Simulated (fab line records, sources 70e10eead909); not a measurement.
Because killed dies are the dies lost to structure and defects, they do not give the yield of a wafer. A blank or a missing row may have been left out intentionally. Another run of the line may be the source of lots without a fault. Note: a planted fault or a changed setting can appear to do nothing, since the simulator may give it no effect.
Matching of chambers || flow nand-harc || cmp-03 running NHARC_A_BONDPAD_CMP_19: 4 sister chambers
The step polishes, t overpolish 30 s, cu recess touch 16 s, target thk 169.82 nm. 4 wafers are shown with their chamber, then 7 later ones without.

## WAFERS WITH THEIR CHAMBER
{"wafer": "L840.2", "chamber": 0, "motor-current-A (A)": 10.8}
{"wafer": "L840.3", "chamber": 1, "motor-current-A (A)": 12.9}
{"wafer": "L842.1", "chamber": 3, "motor-current-A (A)": 12.9}
{"wafer": "L842.2", "chamber": 2, "motor-current-A (A)": 11.4}

## WAFERS MISSING THEIR CHAMBER
{"wafer": "L842.4", "motor-current-A (A)": 10.9}
{"wafer": "L843.2", "motor-current-A (A)": 13.2}
{"wafer": "L843.3", "motor-current-A (A)": 12.5}
{"wafer": "L843.6", "motor-current-A (A)": 11.3}
{"wafer": "L845.1", "motor-current-A (A)": 11.4}
{"wafer": "L845.5", "motor-current-A (A)": 10.9}
{"wafer": "L845.6", "motor-current-A (A)": 12.3}

## WHICH CHAMBER EACH ONE RAN IN
{"wafer": "L842.4", "from the rows above": "can't be placed: 0 or 2", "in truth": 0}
{"wafer": "L843.2", "from the rows above": "can't be placed: 1 or 3", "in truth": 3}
{"wafer": "L843.3", "from the rows above": "can't be placed: 1 or 3", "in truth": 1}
{"wafer": "L843.6", "from the rows above": "can't be placed: 2 or 0", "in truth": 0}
{"wafer": "L845.1", "from the rows above": "can't be placed: 2 or 0", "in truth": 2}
{"wafer": "L845.5", "from the rows above": "can't be placed: 0 or 2", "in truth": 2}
{"wafer": "L845.6", "from the rows above": "can't be placed: 1 or 3 or 2", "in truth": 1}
Correct placement for 0 of the 7. From these rows, 7 cannot be placed; in 7 the true chamber is one of the candidates. Placed wrongly: 0.
How it was worked out, from the rows above alone: a wafer's distance from a chamber is the root of the sum, over the readings, of the square of ((its reading less the chamber's mean) divided by the reading's scatter). The wafer belongs to the nearest chamber; if the next one is less than 2 further off, it can't be placed. For every chamber, the mean is computed from those of its wafers that are shown. The scatter (one wafer shown for each chamber): square how far every hidden wafer sits from the nearest shown wafer, average those squares and take the square root.
